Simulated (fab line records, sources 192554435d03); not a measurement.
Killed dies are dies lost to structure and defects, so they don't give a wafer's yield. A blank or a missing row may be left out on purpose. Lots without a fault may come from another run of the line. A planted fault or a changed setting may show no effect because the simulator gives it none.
Which tool did it? | flow n5_finfet | 8 lots, 23 wafers sampled, at 3 steps of a route of 1938

WHAT THE GAUGES READ, wafer by wafer
N5_BEOL_M2_OCD_MEAS_38.
lot  | measured     | on     | trench_depth_nm (nm)
L372 | day 7 11:27  | ocd-01 | 54.9 54.8 54.4
L375 | day 8 07:25  | ocd-02 | 55.8 92.0
L379 | day 9 14:41  | ocd-02 | 54.6 54.9 90.4
L383 | day 12 04:35 | ocd-02 | 55.1 54.9 55.3
L385 | day 12 18:10 | ocd-02 | 54.6 54.3 54.9
L388 | day 12 19:06 | ocd-01 | 53.3 53.8 54.4
L393 | day 14 01:55 | ocd-02 | 53.4 55.7 55.5
L394 | day 14 11:06 | ocd-02 | 54.8 54.8 56.5

WHICH TOOL RAN EACH LOT (tool, then ch and the chambers of the sampled wafers, then the start)
lot  | N5_BEOL_M2_DESCUM_33               | N5_BEOL_M2_TRENCH_ETCH_37
L372 | rie_diel-05 ch 0,3, day 6 23:59    | rie_diel-04 ch 0,2, day 7 11:18
L375 | rie_diel-05 ch 0,3, day 7 23:43    | rie_diel-02 ch 1, day 8 07:15
L379 | rie_diel-05 ch 0,3, day 9 02:02    | rie_diel-02 ch 0,1,3, day 9 14:32
L383 | rie_diel-04 ch 0,2,3, day 9 13:50  | rie_diel-05 ch 0,1,3, day 12 04:26
L385 | rie_diel-05 ch 1,2,3, day 10 01:32 | rie_diel-05 ch 0,3, day 12 18:01
L388 | rie_diel-04 ch 0,1,3, day 11 01:49 | rie_diel-02 ch 0,1,3, day 12 18:57
L393 | rie_diel-02 ch 0,1,3, day 12 12:02 | rie_diel-02 ch 0,1,3, day 14 01:46
L394 | rie_diel-02 ch 1,2, day 13 14:30   | rie_diel-04 ch 1,2,3, day 14 10:56
- N5_BEOL_M2_DESCUM_33: chemistry O2, time 7 s.
- N5_BEOL_M2_TRENCH_ETCH_37: etches SiOC in C4F6/O2, target depth 55.555 nm, time 29.2 s.

THE ANSWER, worked out from the rows above alone
Rule: what is usual is taken from the lots themselves. Put in order of their means at a reading, lots are off if they are a third of the lots or fewer, leave a main group of 4 or more, and stand apart from it by a gap of 3 or more times the standard deviation of the main group's means; of several such gaps the widest counts. A main group whose means are all the same, to the digits that the tables above print for the reading, isn't used. A lot without any number at a reading at which 4 lots or more have one is off too. The other lots that the step has rows for count as sound.
Off: L375, L379, at N5_BEOL_M2_OCD_MEAS_38 (trench_depth_nm). The main group: mean 54.7 nm, standard deviation 0.48.
A tool fits if, at a process step before that reading, it ran every lot that is off, and no sound lot after the first of them. The gauges at N5_BEOL_M2_OCD_MEAS_38 are tried like those tools. None of those tried fits.

WHAT THE SIMULATOR HAD PUT IN
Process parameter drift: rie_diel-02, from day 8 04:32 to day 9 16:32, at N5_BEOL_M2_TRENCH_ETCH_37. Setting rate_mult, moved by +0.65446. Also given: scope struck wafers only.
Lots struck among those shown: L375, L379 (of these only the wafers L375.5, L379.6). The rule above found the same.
